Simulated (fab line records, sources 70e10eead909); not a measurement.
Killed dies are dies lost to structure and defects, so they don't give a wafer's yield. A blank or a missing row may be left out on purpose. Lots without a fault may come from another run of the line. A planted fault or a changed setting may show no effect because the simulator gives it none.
fab line records | flow nand_harc
record lots=7 wafers=21 last_day=33
route steps=1302 shown P_M0@272 P_M1@285
lots that met no fault: from a run of the same line without faults
start_h: hours from the record's first day to the start of the lot's first wafer shown | wait_h: hours since the lot's step before | " the same as in the row above | L1.1+2: a row that stands for several wafers | - no value, or no start given | * or withheld: withheld | < > ~ a bound
route shown NAME@n: a module of which the file shows steps, and the number in the route of the first | usual: mean/standard deviation of fault-free wafers | same: alike in all rows | chamber/n: place in a boat | sites: the reading at each site | _std_site: their standard deviation | _edge_site: outer sites' mean less inner sites' | radius_mm: how far each site lies from the wafer's centre | mask NAME#n: copy n | behind: the tool/chamber that last shaped the wafer | hold: why the lot was held/for how many hours/how that ended | device: the transistor (n, p or np) that didn't switch | end of line: the same wafers' tests at the end of the route | a step without rows: its recipe alone | killed: dies lost to structure and defects at the first sort, not the wafer's yield | map: a wafer's dies, x killed, . not, _ none there
set.NAME: the setting as run; set.NAME@STEP: as run at that earlier step | model.NAME: the simulator's own value behind a step, which no gauge read
lots at some steps of the route; a table a step, a row a wafer
services: from which hour (start_h, from the record's first day; less than 0 if before it) a tool's chamber was out of use, for how many hours, and why
## steps
# step NHARC_P_M0_DEGAS_28
# recipe temp_c=250 time_s=60
# step NHARC_P_M0_PRE_CLEAN_29
# recipe time_s=30 temp_c=280 gas=H2/He
# usual heater_power_w=420/39
# columns lot.wafer tool chamber start_h wait_h heater_power_w
L253.3 pvd_sputter-03 - - - 428
L253.2 " - " " 400
L253.6 " - " " 426
L254.3 pvd_sputter-01 - - - 401
L254.2 " - " " 431
L254.4 " - " " 359
L260.4 pvd_sputter-02 - - - 388
L260.6 " - " " 421
L260.5 " - " " 394
L261.1 pvd_sputter-01 - - - 453
L261.2 " - " " 428
L261.6 " - " " 399
L262.3 pvd_sputter-02 - - - 427
L262.2 " - " " 544
L262.5 " - " " 421
L266.3 pvd_sputter-02 - - - 392
L266.1 " - " " 540
L266.6 " - " " 400
L276.2 pvd_sputter-02 - - - 388
L276.3 " - " " 389
L276.6 " - " " 382
# step NHARC_P_M0_PVD_20
# recipe target_thk_a=50 bias_v=168.6 power_w=15000 chamber_pressure_pa=0.12 time_s=8.06 substrate_temp_c=50 material=TaN
# usual cathode_dc_power_W=15000/2.7 throttle_valve_pct=30.8/0.88
# columns lot.wafer tool chamber start_h wait_h cathode_dc_power_W throttle_valve_pct
L253.2 pvd_sputter-03 - - - 15002 31.9
L253.3 " - " " 14998 30.9
L253.6 " - " " 15002 32.0
L254.4 pvd_sputter-01 - - - 15002 31.0
L254.2 " - " " 14998 29.8
L254.3 " - " " 15003 32.3
L260.4 pvd_sputter-02 - - - 15004 31.8
L260.5 " - " " 15001 29.8
L260.6 " - " " 15002 31.8
L261.2 pvd_sputter-01 - - - 14997 32.3
L261.1 " - " " 15002 30.9
L261.6 " - " " 14999 29.6
L262.2 pvd_sputter-02 - - - 15004 30.7
L262.3 " - " " 14996 30.0
L262.5 " - " " 14996 31.6
L266.1 pvd_sputter-02 - - - 14999 31.5
L266.3 " - " " 14999 30.6
L266.6 " - " " 14997 29.5
L276.2 pvd_sputter-02 - - - 14997 30.1
L276.3 " - " " 14996 30.2
L276.6 " - " " 15003 29.8
# step NHARC_P_M0_PVD_21
# recipe target_thk_a=300 chamber_pressure_pa=5 power_w=5000 substrate_temp_c=30 time_s=20.49 material=Cu
# usual cathode_dc_power_W=4999.9/0.91 throttle_valve_pct=30.7/0.86
# columns lot.wafer tool chamber start_h wait_h cathode_dc_power_W throttle_valve_pct
L253.2 pvd_sputter-03 - - - 5000.0 30.8
L253.3 " - " " 5000.6 30.9
L253.6 " - " " 4999.9 31.0
L254.3 pvd_sputter-01 - - - 5000.0 30.1
L254.2 " - " " 4999.3 30.8
L254.4 " - " " 5000.8 29.8
L260.4 pvd_sputter-02 - - - 5000.8 30.0
L260.5 " - " " 4999.1 30.0
L260.6 " - " " 5000.7 31.5
L261.1 pvd_sputter-01 - - - 5000.3 29.8
L261.2 " - " " 5000.7 30.1
L261.6 " - " " 4998.7 30.2
L262.3 pvd_sputter-02 - - - 5001.8 31.6
L262.2 " - " " 4999.5 30.8
L262.5 " - " " 4999.7 29.5
L266.1 pvd_sputter-02 - - - 5000.7 29.9
L266.3 " - " " 5000.4 29.4
L266.6 " - " " 5000.2 29.7
L276.3 pvd_sputter-02 - - - 4999.6 29.9
L276.2 " - " " 4999.7 31.7
L276.6 " - " " 5000.4 30.2
# step NHARC_P_M0_ECD_22
# recipe target_thk_a=4000 bath_temp_c=25 material=Cu
# step NHARC_P_M0_ANNEAL_30
# recipe temp_c=225 time_s=90
# usual wafer_temp_C_max=226.3/0.48
# columns lot.wafer tool chamber start_h wait_h wafer_temp_C_max
L253.2 rtp_anneal-02 0 123.20 - 226.6
L253.3 " 0 " " 226.2
L253.6 " 0 " " 226.7
L254.2 rtp_anneal-02 0 130.53 - 226.2
L254.3 " 0 " " 227.2
L254.4 " 0 " " 226.5
L260.4 rtp_anneal-02 0 194.66 - 226.3
L260.5 " 0 " " 226.6
L260.6 " 0 " " 226.7
L261.1 rtp_anneal-02 0 201.96 0.3 226.6
L261.2 " 0 " " 227.3
L261.6 " 0 " " 226.9
L262.2 rtp_anneal-02 0 217.13 0.4 226.3
L262.3 " 0 " " 226.7
L262.5 " 0 " " 226.8
L266.1 rtp_anneal-01 0 250.28 - 225.7
L266.3 " 0 " " 225.3
L266.6 " 0 " " 225.9
L276.2 rtp_anneal-01 0 348.36 - 225.8
L276.3 " 0 " " 226.2
L276.6 " 0 " " 225.7
# step NHARC_P_M0_CMP_23
# recipe t_overpolish_s=20 target_thk_nm=117.54
# usual motor_current_A=11.6/1.1 time_to_endpoint_s=27.3/2.7
# columns lot.wafer tool chamber start_h wait_h motor_current_A time_to_endpoint_s
L253.3 cmp-01 3 123.50 - 11.5 29.0
L253.2 " 0 " " 11.5 27.0
L253.6 " 0 " " 11.3 26.8
L254.2 cmp-01 3 130.83 - 11.1 26.4
L254.4 " 1 " " 12.2 25.5
L254.3 " 2 " " 11.1 28.7
L260.4 cmp-02 1 194.90 - 10.4 28.2
L260.6 " 3 " " 13.2 29.8
L260.5 " 0 " " 11.6 30.7
L261.1 cmp-03 1 202.30 - 9.1 27.9
L261.2 " 2 " " 13.5 27.3
L261.6 " 1 " " 9.9 27.6
L262.3 cmp-03 2 217.42 - 13.3 27.7
L262.2 " 3 " " 11.8 27.0
L262.5 " 2 " " 13.4 27.3
L266.3 cmp-02 0 250.62 - 11.3 27.5
L266.1 " 1 " " 10.5 20.4
L266.6 " 1 " " 10.3 27.0
L276.3 cmp-02 0 348.68 - 11.1 28.7
L276.2 " 1 " " 10.9 25.4
L276.6 " 0 " " 10.9 27.8
# step NHARC_P_M0_THK_MEAS_24
# recipe thk_meas_gauge=xrf
# usual thk_nm=117.2/1.3
# columns lot.wafer tool chamber start_h wait_h thk_nm
L253.2 film_metro-02 - 123.81 - 116.1
L253.3 " - " " 119.5
L253.6 " - " " 119.6
L254.2 film_metro-01 - 131.14 - 120.2
L254.3 " - " " 119.9
L254.4 " - " " 114.9
L260.4 film_metro-02 - 195.16 - 116.8
L260.5 " - " " 118.7
L260.6 " - " " 117.8
L261.1 film_metro-01 - 202.62 - 116.8
L261.2 " - " " 117.2
L261.6 " - " " 118.9
L262.2 film_metro-01 - 217.74 - 116.3
L262.3 " - " " 117.6
L262.5 " - " " 116.9
L266.1 film_metro-02 - 250.94 - 116.0
L266.3 " - " " 116.6
L266.6 " - " " 116.6
L276.2 film_metro-02 - 348.97 - 114.5
L276.3 " - " " 117.1
L276.6 " - " " 117.7
# step NHARC_P_M0_SRD_25
# step NHARC_P_M0_INSPECT_27
# usual raw_defect_count=295/120
# columns lot.wafer tool chamber start_h wait_h raw_defect_count
L253.2 defect_inspect-01 - 123.97 0.0 293
L253.3 " - " " 285
L253.6 " - " " 292
L254.2 defect_inspect-01 - 131.30 0.0 188
L254.3 " - " " 283
L254.4 " - " " 224
L260.4 defect_inspect-01 - 195.32 0.0 356
L260.5 " - " " 533
L260.6 " - " " 391
L261.1 defect_inspect-01 - 202.79 0.0 172
L261.2 " - " " 294
L261.6 " - " " 403
L262.2 defect_inspect-02 - 217.89 0.0 196
L262.3 " - " " 440
L262.5 " - " " 191
L266.1 defect_inspect-01 - 251.09 0.0 507
L266.3 " - " " 364
L266.6 " - " " 458
L276.2 defect_inspect-01 - 349.13 0.0 237
L276.3 " - " " 196
L276.6 " - " " 519
# step NHARC_P_M0_PRE_CLEAN_31
# recipe time_s=12 temp_c=370 rf_power_w=300 gas=NH3
# step NHARC_P_M0_DEP_32
# recipe target_thk_a=300 temp_c=370 target_thk_nm=30 pressure_torr=3 flow_sccm=200 rf_w=450 material=SiCN
# usual chamber_pressure_Torr=3.000/0.007 heater_power_outer_w=326/60 heater_power_w=588/98
# columns lot.wafer tool chamber start_h wait_h chamber_pressure_Torr heater_power_outer_w heater_power_w
L253.2 pecvd-04 0 124.12 0.1 3.001 344 583
L253.3 " 1 " " 3.003 405 737
L253.6 " 0 " " 2.993 331 578
L254.2 pecvd-04 2 131.44 0.1 3.006 363 649
L254.3 " 1 " " 3.005 314 590
L254.4 " 0 " " 2.992 374 647
L260.4 pecvd-04 0 195.59 0.2 - - -
L260.6 " 1 " " - - -
L260.5 " 2 " " - - -
L261.1 pecvd-04 2 203.05 0.1 - - -
L261.2 " 1 " " - - -
L261.6 " 0 " " - - -
L262.2 pecvd-04 0 218.08 0.1 - - -
L262.3 " 1 " " - - -
L262.5 " 1 " " - - -
L266.3 pecvd-01 2 251.24 0.1 3.024 194 373
L266.1 " 1 " " 3.000 337 607
L266.6 " 0 " " 3.007 427 734
L276.3 pecvd-04 1 349.27 0.1 3.002 344 662
L276.2 " 0 " " 2.995 303 516
L276.6 " 2 " " 3.003 285 537
# step NHARC_P_M1_DEP_00
# recipe target_thk_a=1825 target_thk_nm=182.5 temp_c=withheld pressure_torr=5 flow_sccm=200 rf_w=600 material=SiOC
## services
# columns tool chamber start_h hours kind
cmp-03 - 106.42 3.8 repair
pvd_sputter-02 - 112.78 10.0 pm
cmp-03 - 114.22 2.3 repair
cmp-03 - 123.53 0.4 repair
cmp-02 - 134.50 4.0 pm
pvd_sputter-03 - 143.57 1.6 repair
cmp-02 - 150.57 1.8 repair
cmp-02 - 163.26 11.0 repair
pvd_sputter-03 - 170.00 10.0 pm
pvd_sputter-02 - 190.20 1.6 repair
pecvd-04 - 201.76 0.9 repair
pvd_sputter-01 - 218.39 4.0 repair
pvd_sputter-01 - 225.48 2.7 repair
pvd_sputter-01 - 228.22 10.0 pm
pvd_sputter-02 - 232.38 0.7 repair
cmp-02 - 232.50 4.0 pm
pvd_sputter-02 - 275.52 4.0 repair
pecvd-04 - 276.10 13.0 pm
pvd_sputter-02 - 290.78 10.0 pm
pecvd-04 - 302.30 1.9 repair
pecvd-04 - 315.63 1.8 repair
cmp-02 - 330.57 4.0 pm
pecvd-04 - 337.61 0.6 repair
pvd_sputter-03 - 348.00 10.0 pm
## key
first_sign step=NHARC_P_M0_DEP_32 reading=tool_record direction=missing
effect none on later readings
met_at NHARC_P_M0_DEP_32
struck_wafers L260.4,L260.5,L260.6,L261.1,L261.2,L261.6,L262.2,L262.3,L262.5
sort_left_out L260.4,L260.5,L260.6,L261.1,L261.2,L261.6,L262.2,L262.3,L262.5
onset_between 131.44 195.59
fault kind=skipped_step_whole tool=pecvd-04 chamber=- onset_h=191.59 steps=NHARC_P_M0_DEP_32 scope=struck_lots_only
# sort_left_out: the simulated sort isn't trusted on such a fault, so these wafers' sort isn't shown, and their yield isn't known
